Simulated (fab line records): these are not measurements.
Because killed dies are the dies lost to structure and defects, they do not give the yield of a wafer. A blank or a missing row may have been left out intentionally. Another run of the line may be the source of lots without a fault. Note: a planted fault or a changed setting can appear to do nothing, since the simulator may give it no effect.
fab line records    flow n5Finfet
record lots=7  wafers=21
route steps=1938 shown BEOL_M13@1696 BEOL_M15@1800 MIM_TOP_ETCH@1853 MIM_BOT_LITHO@1858
startH: start of the lot's first displayed wafer, in hours after the record's first day    waitH: hours from the lot's prior step to this one    " as in the row above    L1.1+2: a row that stands for several wafers    - either no value or no given start    * or withheld: withheld    < > ~ a bound
route shown NAME@n: NAME is a module with steps in the file, n the number in the route of the first one    usual: mean/standard deviation taken from wafers without a fault    same: alike in all rows    chamber/n: place in a boat    sites: the reading at each site    _std_site: the standard deviation of these    _edge_site: the outer-site mean with the inner-site mean subtracted    radiusMm: how far each site lies from the wafer's centre    mask NAME#n: copy n    behind: the most recent tool/chamber to have shaped the wafer    hold: why the lot was held/for how many hours/how that ended    device: which transistor (n, p or np) failed to switch    end of line: tests run on the same wafers once the route is complete    a step with no rows: only its recipe    killed: dies that structure and defects cost at the first sort, which is not the same as the wafer's yield    map: shows each die of a wafer: x if killed, . if not, _ if none is there
set.NAME: the run value of the setting; set.NAME@STEP: its run value at that earlier step    model.NAME: the simulator's own value behind a step, which no gauge read
one table per step and one row per wafer, for lots whose settings were changed on purpose
## steps
# step N5_BEOL_M13_TRENCH_ETCH_34
# recipe chemistry=C4F8/O2/Ar  target=SiOC  targetDepthA=4134.7  maskMaterial=SOC  pressureMtorr=30  sourceW=3000  biasW=700  Ar_flow_sccm=400  C4F8_flow_sccm=15  O2_flow_sccm=8  heInnerTorr=15  heOuterTorr=30  timeS=162.6  ionEnergyEv=250
lot.wafer  tool        chamber  startH  waitH  set.timeS  model.etch.depthNm
L076.2     rieDiel-03  3        248.75  0.0    162.6      410.7
L076.4     "           1        "       "      162.6      417.1
L076.6     "           0        "       "      162.6      421.4
L075.2     rieDiel-03  0        253.98  0.0    143.5      370.1
L075.5     "           3        "       "      162.6      405.1
L075.6     "           1        "       "      162.6      412.8
L084.3     rieDiel-03  2        299.36  0.0    162.6      416.5
L084.4     "           1        "       "      178.1      454.5
L084.5     "           1        "       "      162.6      412.5
L088.3     rieDiel-05  2        314.30  0.0    162.6      427.6
L088.4     "           3        "       "      162.6      413.5
L088.5     "           2        "       "      162.6      428.8
L091.3     rieDiel-03  3        345.74  0.0    147.2      364.4
L091.5     "           0        "       "      147.2      377
L091.6     "           3        "       "      162.6      403.7
L093.2     rieDiel-02  3        356.27  0.0    171.9      431.2
L093.3     "           1        "       "      162.6      421.6
L093.4     "           0        "       "      162.6      419.3
L095.2     rieDiel-02  2        381.22  0.0    162.6      412.1
L095.3     "           1        "       "      162.6      417.2
L095.5     "           0        "       "      162.6      415.2
# step N5_BEOL_M13_STRIP_70
# recipe chemistry=C4F8/O2/Ar  resist=SiARC  rfFrequencyHz=6e+07
# step N5_BEOL_M13_OCD_MEAS_35
# usual trenchDepthNm=414/6.1
lot.wafer  tool    chamber  startH  waitH  set.timeS@BEOL_M13_TRENCH_ETCH_34  trenchDepthNm
L076.2     ocd-01  -        248.94  0.0    162.6                              410
L076.4     "       -        "       "      162.6                              418
L076.6     "       -        "       "      162.6                              421
L075.2     ocd-01  -        254.15  0.0    143.5                              370
L075.5     "       -        "       "      162.6                              405
L075.6     "       -        "       "      162.6                              413
L084.3     ocd-02  -        299.54  0.0    162.6                              417
L084.4     "       -        "       "      178.1                              454
L084.5     "       -        "       "      162.6                              413
L088.3     ocd-01  -        314.48  0.0    162.6                              428
L088.4     "       -        "       "      162.6                              414
L088.5     "       -        "       "      162.6                              429
L091.3     ocd-02  -        345.92  0.0    147.2                              365
L091.5     "       -        "       "      147.2                              377
L091.6     "       -        "       "      162.6                              404
L093.2     ocd-01  -        356.45  0.0    171.9                              431
L093.3     "       -        "       "      162.6                              422
L093.4     "       -        "       "      162.6                              420
L095.2     ocd-02  -        381.40  0.0    162.6                              412
L095.3     "       -        "       "      162.6                              417
L095.5     "       -        "       "      162.6                              415
# step N5_BEOL_M13_STRIP_37
# recipe chemistry=N2/H2  powerW=1000  tempC=250  h2Frac=0.65  overashFraction=0.3  pressureMtorr=withheld  n2FlowSccm=1750  h2FlowSccm=3250
# step N5_BEOL_M13_ETCH_38
# recipe chemistry=CF4/N2  target=SiCN  targetDepthA=675  taperDeg=2  timeS=71.9  ionEnergyEv=150  maskMaterial=SiO2  pressureMtorr=40  sourceW=430  biasW=70  Ar_flow_sccm=100  cf4FlowSccm=60  n2FlowSccm=60
# step N5_BEOL_M13_ECD_47
# recipe material=Cu  targetThkA=9360
# step N5_BEOL_M13_ANNEAL_48
# recipe tempC=225  timeS=90  ambient=N2
# step N5_BEOL_M13_CMP_49
# recipe stopOn=SiOC  tOverpolishS=17.1  downForcePsi=1  platenRpm=50  clearingPlatenDownForcePsi=1.5  clearingPlatenRpm=50  postCmpClean=cuAlkaline  targetThkNm=420  clearingPlatenPadVelocityMS=0.99484  padVelocityMS=0.99484
lot.wafer  tool    chamber  startH  waitH  set.timeS@BEOL_M13_TRENCH_ETCH_34  model.Cu_of_BEOL_M13_ECD_47.thkNm
L076.4     cmp-03  0        250.29  0.2    162.6                              425.6
L076.2     "       2        "       "      162.6                              419
L076.6     "       3        "       "      162.6                              429.4
L075.2     cmp-01  1        259.13  0.3    143.5                              377.6
L075.5     "       2        "       "      162.6                              411.6
L075.6     "       3        "       "      162.6                              418.8
L084.3     cmp-03  0        301.69  0.2    162.6                              423.6
L084.4     "       2        "       "      178.1                              462.4
L084.5     "       3        "       "      162.6                              420.8
L088.3     cmp-03  0        317.04  0.2    162.6                              434.6
L088.4     "       3        "       "      162.6                              422.4
L088.5     "       1        "       "      162.6                              436.2
L091.3     cmp-01  3        350.81  0.3    147.2                              370.8
L091.5     "       0        "       "      147.2                              384.2
L091.6     "       1        "       "      162.6                              410.4
L093.3     cmp-04  3        359.97  0.3    162.6                              428.6
L093.4     "       0        "       "      162.6                              426.6
L093.2     "       2        "       "      171.9                              438.2
L095.3     cmp-03  2        384.74  0.2    162.6                              425
L095.2     "       3        "       "      162.6                              419.8
L095.5     "       2        "       "      162.6                              423.2
# step N5_BEOL_M13_THK_MEAS_50
# recipe thkMeasGauge=xrf  reads=Cu_of_BEOL_M13_ECD_47
# usual M13_THK=433/7.4
lot.wafer  tool          chamber  startH  waitH  set.timeS@BEOL_M13_TRENCH_ETCH_34  M13_THK[nm]
L076.2     filmMetro-02  -        250.54  -      162.6                              434
L076.4     "             -        "       "      162.6                              441
L076.6     "             -        "       "      162.6                              443
L075.2     filmMetro-02  -        259.31  -      143.5                              392
L075.5     "             -        "       "      162.6                              428
L075.6     "             -        "       "      162.6                              432
L084.3     filmMetro-01  -        301.95  -      162.6                              435
L084.4     "             -        "       "      178.1                              477
L084.5     "             -        "       "      162.6                              435
L088.3     filmMetro-02  -        317.33  -      162.6                              446
L088.4     "             -        "       "      162.6                              436
L088.5     "             -        "       "      162.6                              451
L091.3     filmMetro-02  -        350.99  -      147.2                              387
L091.5     "             -        "       "      147.2                              402
L091.6     "             -        "       "      162.6                              429
L093.2     filmMetro-02  -        360.26  -      171.9                              449
L093.3     "             -        "       "      162.6                              437
L093.4     "             -        "       "      162.6                              436
L095.2     filmMetro-02  -        385.00  -      162.6                              430
L095.3     "             -        "       "      162.6                              437
L095.5     "             -        "       "      162.6                              435
# step N5_BEOL_M13_PRE_CLEAN_52
# recipe gas=NH3  timeS=15  tempC=withheld  rfPowerW=300
# step N5_BEOL_M13_DEP_53
# recipe material=SiCN  targetThkA=500  tempC=withheld  precursor=3MS/NH3  pressureTorr=3  rfW=675  timeS=17.8
# step N5_BEOL_M13_RS_MEAS_54
# recipe thkMeasGauge=four-point-probe  reads=Cu_of_BEOL_M13_ECD_47+Ta_of_BEOL_M13_SPUTTER_44+TaN_of_BEOL_M13_SPUTTER_43
# usual M13_RS=0.0448/0.00069
lot.wafer  tool          chamber  startH  waitH  set.timeS@BEOL_M13_TRENCH_ETCH_34  M13_RS[ohm/sq]
L076.2     filmMetro-02  -        250.67  0.1    162.6                              0.0450
L076.4     "             -        "       "      162.6                              0.0443
L076.6     "             -        "       "      162.6                              0.0439
L075.2     filmMetro-01  -        259.44  0.1    143.5                              0.0503
L075.5     "             -        "       "      162.6                              0.0460
L075.6     "             -        "       "      162.6                              0.0452
L084.3     filmMetro-02  -        302.25  0.2    162.6                              0.0445
L084.4     "             -        "       "      178.1                              0.0406
L084.5     "             -        "       "      162.6                              0.0448
L088.3     filmMetro-02  -        317.46  0.1    162.6                              0.0433
L088.4     "             -        "       "      162.6                              0.0447
L088.5     "             -        "       "      162.6                              0.0432
L091.3     filmMetro-02  -        351.12  0.1    147.2                              0.0510
L091.5     "             -        "       "      147.2                              0.0492
L091.6     "             -        "       "      162.6                              0.0460
L093.2     filmMetro-02  -        360.39  0.1    171.9                              0.0430
L093.3     "             -        "       "      162.6                              0.0440
L093.4     "             -        "       "      162.6                              0.0441
L095.2     filmMetro-02  -        385.13  0.1    162.6                              0.0449
L095.3     "             -        "       "      162.6                              0.0444
L095.5     "             -        "       "      162.6                              0.0446
# step N5_BEOL_M15_EXPOSE_25
# recipe maskId=M15  na=0.8  sourceShape=annular  sigmaInner=0.5  sigmaOuter=0.8  polarization=unpolarized  targetCdNm=400  doseMj=35.5
lot.wafer   tool           chamber  startH  waitH  mask   set.doseMj
L076.2+4    krfScanner-01  0        261.35  -      M15#0  35.5
L076.6      "              0        "       "      M15#0  33.82
L075.2+5+6  krfScanner-01  0        270.97  -      M15#0  35.5
L084.3+4    krfScanner-02  0        310.71  -      M15#0  35.5
L084.5      "              0        "       "      M15#0  38.06
L088.3+4    krfScanner-01  0        326.20  -      M15#0  35.5
L088.5      "              0        "       "      M15#0  33.14
L091.3+6    krfScanner-01  0        358.63  -      M15#0  34.78
L091.5      "              0        "       "      M15#0  35.5
L093.2+4    krfScanner-01  0        374.24  -      M15#0  35.5
L093.3      "              0        "       "      M15#0  34.13
L095.2+3+5  krfScanner-02  0        393.37  -      M15#0  35.5
# step N5_BEOL_M15_PEB_26
# recipe pebTempC=130  pebTimeS=90
lot.wafer   tool           chamber  startH  waitH  set.pebTimeS
L076.2+4+6  lithoTrack-02  0        261.40  0.0    90
L075.2+5    lithoTrack-05  0        271.02  0.0    71.86
L075.6      "              0        "       "      90
L084.3      lithoTrack-02  0        310.76  0.0    77.17
L084.4+5    "              0        "       "      90
L088.3+4    lithoTrack-03  0        326.24  0.0    90
L088.5      "              0        "       "      107.8
L091.3+6    lithoTrack-02  0        358.67  0.0    90
L091.5      "              0        "       "      77.42
L093.2+3+4  lithoTrack-05  0        374.29  0.0    77.87
L095.2+3+5  lithoTrack-03  0        393.42  0.0    90
# step N5_BEOL_M15_DEVELOP_27
# recipe developTimeS=45  rinseLiquid=diw  dry=airSpin  devTempC=21
# step N5_BEOL_M15_HARDBAKE_32
# recipe tempC=130  timeS=120
# step N5_BEOL_M15_CD_MEAS_28
# recipe targetCdNm=407.6  landingEnergyEv=500  detector=seInlens
# usual cdNm=408.1/1.6
lot.wafer  tool      chamber  startH  waitH  set.doseMj@BEOL_M15_EXPOSE_25  set.pebTimeS@BEOL_M15_PEB_26  cdNm
L076.2     cdSem-01  0        261.52  -      35.5                           90                            410.3
L076.4     "         0        "       "      35.5                           90                            411.0
L076.6     "         0        "       "      33.82                          90                            403.4
L075.2     cdSem-02  0        271.14  -      35.5                           71.86                         401.9
L075.5     "         0        "       "      35.5                           71.86                         401.3
L075.6     "         0        "       "      35.5                           90                            411.2
L084.3     cdSem-02  0        310.87  -      35.5                           77.17                         403.1
L084.4     "         0        "       "      35.5                           90                            407.9
L084.5     "         0        "       "      38.06                          90                            419.4
L088.3     cdSem-01  0        326.36  -      35.5                           90                            408.6
L088.4     "         0        "       "      35.5                           90                            409.5
L088.5     "         0        "       "      33.14                          107.8                         405.6
L091.3     cdSem-01  0        358.79  -      34.78                          90                            402.4
L091.5     "         0        "       "      35.5                           77.42                         402.7
L091.6     "         0        "       "      34.78                          90                            404.6
L093.2     cdSem-02  0        374.40  -      35.5                           77.87                         402.6
L093.3     "         0        "       "      34.13                          77.87                         396.1
L093.4     "         0        "       "      35.5                           77.87                         403.2
L095.2     cdSem-01  0        393.54  -      35.5                           90                            407.6
L095.3     "         0        "       "      35.5                           90                            407.5
L095.5     "         0        "       "      35.5                           90                            406.9
# step N5_BEOL_M15_DESCUM_33
# recipe chemistry=O2  timeS=7.9  sourcePowerW=50  biasPowerW=20  pressureMtorr=20  rfFrequencyHz=2.712e+07  tempC=40  o2FlowSccm=225
lot.wafer  tool        chamber  startH  waitH  set.doseMj@BEOL_M15_EXPOSE_25  set.pebTimeS@BEOL_M15_PEB_26  model.BEOL_M15.cdNm
L076.2     rieDiel-03  1        261.96  0.4    35.5                           90                            410.6
L076.4     "           2        "       "      35.5                           90                            410.8
L076.6     "           3        "       "      33.82                          90                            403.2
L075.2     rieDiel-05  3        272.04  0.9    35.5                           71.86                         401.8
L075.5     "           0        "       "      35.5                           71.86                         401.4
L075.6     "           3        "       "      35.5                           90                            410.8
L084.3     rieDiel-05  1        310.96  0.0    35.5                           77.17                         403.4
L084.4     "           3        "       "      35.5                           90                            407.6
L084.5     "           2        "       "      38.06                          90                            419.6
L088.3     rieDiel-05  3        326.45  0.0    35.5                           90                            409
L088.4     "           3        "       "      35.5                           90                            409.2
L088.5     "           0        "       "      33.14                          107.8                         405.6
L091.3     rieDiel-02  2        359.52  0.7    34.78                          90                            402.4
L091.5     "           3        "       "      35.5                           77.42                         402.8
L091.6     "           2        "       "      34.78                          90                            404.6
L093.2     rieDiel-02  3        374.49  0.0    35.5                           77.87                         402.6
L093.3     "           2        "       "      34.13                          77.87                         395.8
L093.4     "           1        "       "      35.5                           77.87                         403.4
L095.2     rieDiel-03  0        394.00  0.4    35.5                           90                            407
L095.3     "           1        "       "      35.5                           90                            407.6
L095.5     "           1        "       "      35.5                           90                            406.8
# step N5_BEOL_M15_ETCH_61
# recipe chemistry=N2/H2  target=BARC  targetDepthA=890  overetchA=267  timeS=67.9  ionEnergyEv=200  pressureMtorr=30  sourceW=840  biasW=150  n2FlowSccm=200  h2FlowSccm=200
lot.wafer  tool        chamber  startH  waitH  set.doseMj@BEOL_M15_EXPOSE_25  set.pebTimeS@BEOL_M15_PEB_26  model.BEOL_M15.cdNm
L076.2     rieDiel-03  1        262.00  0.0    35.5                           90                            403.2
L076.4     "           2        "       "      35.5                           90                            402.8
L076.6     "           3        "       "      33.82                          90                            395
L075.2     rieDiel-05  3        272.09  0.0    35.5                           71.86                         394.2
L075.5     "           0        "       "      35.5                           71.86                         393.6
L075.6     "           3        "       "      35.5                           90                            403.2
L084.3     rieDiel-05  1        310.99  0.0    35.5                           77.17                         395
L084.4     "           3        "       "      35.5                           90                            400.2
L084.5     "           2        "       "      38.06                          90                            412.4
L088.3     rieDiel-05  3        326.48  0.0    35.5                           90                            400.4
L088.4     "           3        "       "      35.5                           90                            401.2
L088.5     "           0        "       "      33.14                          107.8                         398.2
L091.3     rieDiel-02  2        359.55  0.0    34.78                          90                            395
L091.5     "           3        "       "      35.5                           77.42                         395.2
L091.6     "           2        "       "      34.78                          90                            396.6
L093.2     rieDiel-02  3        374.52  0.0    35.5                           77.87                         395.2
L093.3     "           2        "       "      34.13                          77.87                         387.6
L093.4     "           1        "       "      35.5                           77.87                         395.8
L095.2     rieDiel-03  0        394.04  0.0    35.5                           90                            399.4
L095.3     "           1        "       "      35.5                           90                            400.8
L095.5     "           1        "       "      35.5                           90                            399
# step N5_BEOL_M15_TRENCH_ETCH_34
# recipe chemistry=C4F8/O2/Ar  target=SiO2  targetDepthA=8729.3  heInnerTorr=15  heOuterTorr=30  timeS=199  ionEnergyEv=800  pressureMtorr=20  sourceW=1905  biasW=2040  Ar_flow_sccm=400  C4F8_flow_sccm=16  O2_flow_sccm=12
lot.wafer  tool        chamber  startH  waitH  set.doseMj@BEOL_M15_EXPOSE_25  set.pebTimeS@BEOL_M15_PEB_26  model.BEOL_M15.cdNm
L076.2     rieDiel-03  1        262.05  0.0    35.5                           90                            403.2
L076.4     "           2        "       "      35.5                           90                            403.4
L076.6     "           3        "       "      33.82                          90                            394.6
L075.2     rieDiel-05  3        272.17  0.1    35.5                           71.86                         393.6
L075.5     "           0        "       "      35.5                           71.86                         393.8
L075.6     "           3        "       "      35.5                           90                            403.2
L084.3     rieDiel-05  1        311.04  0.0    35.5                           77.17                         395.2
L084.4     "           3        "       "      35.5                           90                            399.8
L084.5     "           2        "       "      38.06                          90                            412.2
L088.3     rieDiel-05  3        326.53  0.0    35.5                           90                            400
L088.4     "           3        "       "      35.5                           90                            400.8
L088.5     "           0        "       "      33.14                          107.8                         398.2
L091.3     rieDiel-02  2        359.60  0.0    34.78                          90                            394.8
L091.5     "           3        "       "      35.5                           77.42                         395
L091.6     "           2        "       "      34.78                          90                            396.8
L093.2     rieDiel-02  3        374.58  0.0    35.5                           77.87                         394.4
L093.3     "           2        "       "      34.13                          77.87                         387
L093.4     "           1        "       "      35.5                           77.87                         395.4
L095.2     rieDiel-03  0        394.09  0.0    35.5                           90                            399.8
L095.3     "           1        "       "      35.5                           90                            401
L095.5     "           1        "       "      35.5                           90                            399.2
# step N5_BEOL_M15_STRIP_36
# recipe chemistry=O2  powerW=600  tempC=60  pressureMtorr=30  rfFrequencyHz=6e+07  biasPowerW=0  overashFraction=0.3  o2FlowSccm=225
# step N5_BEOL_M15_STRIP_62
# recipe chemistry=O2  powerW=600  tempC=60  pressureMtorr=30  rfFrequencyHz=6e+07  biasPowerW=0  overashFraction=0.3  o2FlowSccm=225
# step N5_BEOL_M15_STRIP_37
# recipe chemistry=O2  powerW=600  tempC=60  pressureMtorr=30  rfFrequencyHz=6e+07  biasPowerW=0  overashFraction=0.3  o2FlowSccm=225
# step N5_BEOL_M15_ETCH_38
# recipe chemistry=CF4/N2  target=SiCN  targetDepthA=1064  taperDeg=2  timeS=120.5  ionEnergyEv=150  maskMaterial=SiO2  pressureMtorr=40  sourceW=430  biasW=70  Ar_flow_sccm=100  cf4FlowSccm=60  n2FlowSccm=60
lot.wafer  tool        chamber  startH  waitH  set.doseMj@BEOL_M15_EXPOSE_25  set.pebTimeS@BEOL_M15_PEB_26  model.BEOL_M15.cdNm
L076.2     rieDiel-03  0        -       -      35.5                           90                            403.2
L076.4     "           2        "       "      35.5                           90                            403.4
L076.6     "           0        "       "      33.82                          90                            394.6
L075.2+5   rieDiel-03  2        -       -      35.5                           71.86                         393.6
L075.6     "           1        "       "      35.5                           90                            403
L084.3     rieDiel-05  0        -       -      35.5                           77.17                         395.4
L084.4     "           3        "       "      35.5                           90                            399.8
L084.5     "           3        "       "      38.06                          90                            412.2
L088.3     rieDiel-02  3        -       -      35.5                           90                            400
L088.4     "           2        "       "      35.5                           90                            400.8
L088.5     "           0        "       "      33.14                          107.8                         398.2
L091.3     rieDiel-02  3        -       -      34.78                          90                            394.8
L091.5     "           0        "       "      35.5                           77.42                         395
L091.6     "           3        "       "      34.78                          90                            396.8
L093.2     rieDiel-05  1        -       -      35.5                           77.87                         394.4
L093.3     "           3        "       "      34.13                          77.87                         387
L093.4     "           2        "       "      35.5                           77.87                         395.2
L095.2     rieDiel-05  3        -       -      35.5                           90                            399.8
L095.3     "           0        "       "      35.5                           90                            401.2
L095.5     "           3        "       "      35.5                           90                            399.4
# step N5_MIM_TOP_ETCH_PECVD_03
# recipe material=SiNx  targetThkA=200  tempC=400  precursor=SiH4/NH3/N2  pressureTorr=1.5  rfW=300  timeS=17.6
lot.wafer  tool      chamber  startH  waitH  set.timeS  model.SiNx_of_MIM_TOP_ETCH_PECVD_03.thkNm
L076.2     pecvd-01  2        273.75  -      18.84      21
L076.4     "         1        "       "      17.6       20
L076.6     "         2        "       "      18.84      21.2
L075.2     pecvd-03  1        279.15  -      17.6       19.6
L075.5     "         1        "       "      17.6       20.2
L075.6     "         2        "       "      17.6       19.8
L084.3     pecvd-01  1        316.83  -      17.6       19.6
L084.4     "         0        "       "      19.89      22.6
L084.5     "         1        "       "      17.6       20
L088.3     pecvd-01  0        334.49  -      17.6       19.6
L088.4+5   "         2,0      "       "      15.99      18.2
L091.3     pecvd-03  1        369.22  -      16.09      18.2
L091.5     "         1        "       "      17.6       20.2
L091.6     "         2        "       "      16.09      18.4
L093.2+3   pecvd-03  0,1      382.35  -      17.6       20
L093.4     "         1        "       "      17.6       20.2
L095.2     pecvd-03  2        403.39  -      17.6       20.2
L095.3     "         0        "       "      17.6       20.6
L095.5     "         0        "       "      17.6       20.4
# step N5_MIM_BOT_LITHO_EXPOSE_05
# recipe maskId=MIM_BOT  na=0.55  sourceShape=conventional  sigmaOuter=0.8  polarization=unpolarized  doseMj=24.25
lot.wafer   tool           chamber  startH  waitH  mask       set.doseMj
L076.2      krfScanner-01  0        273.94  -      MIM_BOT#0  23.21
L076.4+6    "              0        "       "      MIM_BOT#0  24.25
L075.2+6    krfScanner-02  0        279.34  -      MIM_BOT#0  22.45
L075.5      "              0        "       "      MIM_BOT#0  24.25
L084.3+4    krfScanner-02  0        317.02  -      MIM_BOT#0  24.25
L084.5      "              0        "       "      MIM_BOT#0  24.89
L088.3      krfScanner-01  0        334.81  -      MIM_BOT#0  24.25
L088.4+5    "              0        "       "      MIM_BOT#0  24.83
L091.3      krfScanner-01  0        369.41  -      MIM_BOT#0  24.25
L091.5+6    "              0        "       "      MIM_BOT#0  23.27
L093.2      krfScanner-01  0        382.66  -      MIM_BOT#0  24.25
L093.3+4    "              0        "       "      MIM_BOT#0  25.9
L095.2+3+5  krfScanner-01  0        403.82  -      MIM_BOT#0  24.25
# step N5_MIM_BOT_LITHO_PEB_06
# recipe pebTempC=withheld  pebTimeS=*
# step N5_MIM_BOT_LITHO_DEVELOP_07
# recipe developTimeS=60  rinseLiquid=diw  dry=airSpin  devTempC=21
# step N5_MIM_BOT_LITHO_HARDBAKE_09
# recipe tempC=130  timeS=120
# step N5_MIM_BOT_LITHO_CD_MEAS_08
# recipe targetCdNm=3000  landingEnergyEv=500  detector=seInlens  polarity=opening
# usual cdNm=3000.4/1.5
lot.wafer  tool      chamber  startH  waitH  set.doseMj@MIM_BOT_LITHO_EXPOSE_05  cdNm
L076.2     cdSem-03  0        274.11  -      23.21                               2993.5
L076.4     "         0        "       "      24.25                               3000.2
L076.6     "         0        "       "      24.25                               2999.9
L075.2     cdSem-01  0        279.51  -      22.45                               2985.1
L075.5     "         0        "       "      24.25                               3000.2
L075.6     "         0        "       "      22.45                               2987.1
L084.3     cdSem-03  0        317.19  -      24.25                               2999.1
L084.4     "         0        "       "      24.25                               2997.9
L084.5     "         0        "       "      24.89                               3002.4
L088.3     cdSem-02  0        334.97  -      24.25                               3001.1
L088.4     "         0        "       "      24.83                               3003.6
L088.5     "         0        "       "      24.83                               3006.4
L091.3     cdSem-03  0        369.58  -      24.25                               3000.0
L091.5     "         0        "       "      23.27                               2993.1
L091.6     "         0        "       "      23.27                               2994.3
L093.2     cdSem-01  0        382.83  -      24.25                               3001.2
L093.3     "         0        "       "      25.9                                3012.8
L093.4     "         0        "       "      25.9                                3013.5
L095.2     cdSem-02  0        404.00  -      24.25                               3001.6
L095.3     "         0        "       "      24.25                               3001.0
L095.5     "         0        "       "      24.25                               3000.5
## key
split step=N5_BEOL_M13_TRENCH_ETCH_34  setting=timeS  stated=162.6  by=wafer
response step=N5_BEOL_M13_TRENCH_ETCH_34  reading=model.etch.depthNm  change=+3.45  per=1%  r=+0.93
response step=N5_BEOL_M13_OCD_MEAS_35  reading=trenchDepthNm  change=+3.44  per=1%  r=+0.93
response step=N5_BEOL_M13_CMP_49  reading=model.Cu_of_BEOL_M13_ECD_47.thkNm  change=+3.41  per=1%  r=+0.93
response step=N5_BEOL_M13_THK_MEAS_50  reading=M13_THK  change=+3.54  per=1%  r=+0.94
response step=N5_BEOL_M13_RS_MEAS_54  reading=M13_RS  change=-0.000394  per=1%  r=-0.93
split step=N5_BEOL_M15_EXPOSE_25  setting=doseMj  stated=35.5  by=wafer
response step=N5_BEOL_M15_CD_MEAS_28  reading=cdNm  slope=+1.63  per=1%  togetherWith=pebTimeS@BEOL_M15_PEB_26  explained=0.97
response step=N5_BEOL_M15_DESCUM_33  reading=model.BEOL_M15.cdNm  slope=+1.65  per=1%  togetherWith=pebTimeS@BEOL_M15_PEB_26  explained=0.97
response step=N5_BEOL_M15_ETCH_61  reading=model.BEOL_M15.cdNm  slope=+1.71  per=1%  togetherWith=pebTimeS@BEOL_M15_PEB_26  explained=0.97
response step=N5_BEOL_M15_TRENCH_ETCH_34  reading=model.BEOL_M15.cdNm  slope=+1.71  per=1%  togetherWith=pebTimeS@BEOL_M15_PEB_26  explained=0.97
response step=N5_BEOL_M15_ETCH_38  reading=model.BEOL_M15.cdNm  slope=+1.7  per=1%  togetherWith=pebTimeS@BEOL_M15_PEB_26  explained=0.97
split step=N5_BEOL_M15_PEB_26  setting=pebTimeS  stated=90  by=wafer
response step=N5_BEOL_M15_CD_MEAS_28  reading=cdNm  slope=+0.388  per=1%  togetherWith=doseMj@BEOL_M15_EXPOSE_25  explained=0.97
response step=N5_BEOL_M15_DESCUM_33  reading=model.BEOL_M15.cdNm  slope=+0.377  per=1%  togetherWith=doseMj@BEOL_M15_EXPOSE_25  explained=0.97
response step=N5_BEOL_M15_ETCH_61  reading=model.BEOL_M15.cdNm  slope=+0.411  per=1%  togetherWith=doseMj@BEOL_M15_EXPOSE_25  explained=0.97
response step=N5_BEOL_M15_TRENCH_ETCH_34  reading=model.BEOL_M15.cdNm  slope=+0.417  per=1%  togetherWith=doseMj@BEOL_M15_EXPOSE_25  explained=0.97
response step=N5_BEOL_M15_ETCH_38  reading=model.BEOL_M15.cdNm  slope=+0.412  per=1%  togetherWith=doseMj@BEOL_M15_EXPOSE_25  explained=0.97
split step=N5_MIM_TOP_ETCH_PECVD_03  setting=timeS  stated=17.6  by=wafer
response step=N5_MIM_TOP_ETCH_PECVD_03  reading=model.SiNx_of_MIM_TOP_ETCH_PECVD_03.thkNm  change=+0.195  per=1%  r=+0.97
split step=N5_MIM_BOT_LITHO_EXPOSE_05  setting=doseMj  stated=24.25  by=wafer
response step=N5_MIM_BOT_LITHO_CD_MEAS_08  reading=cdNm  change=+1.74  per=1%  r=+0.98
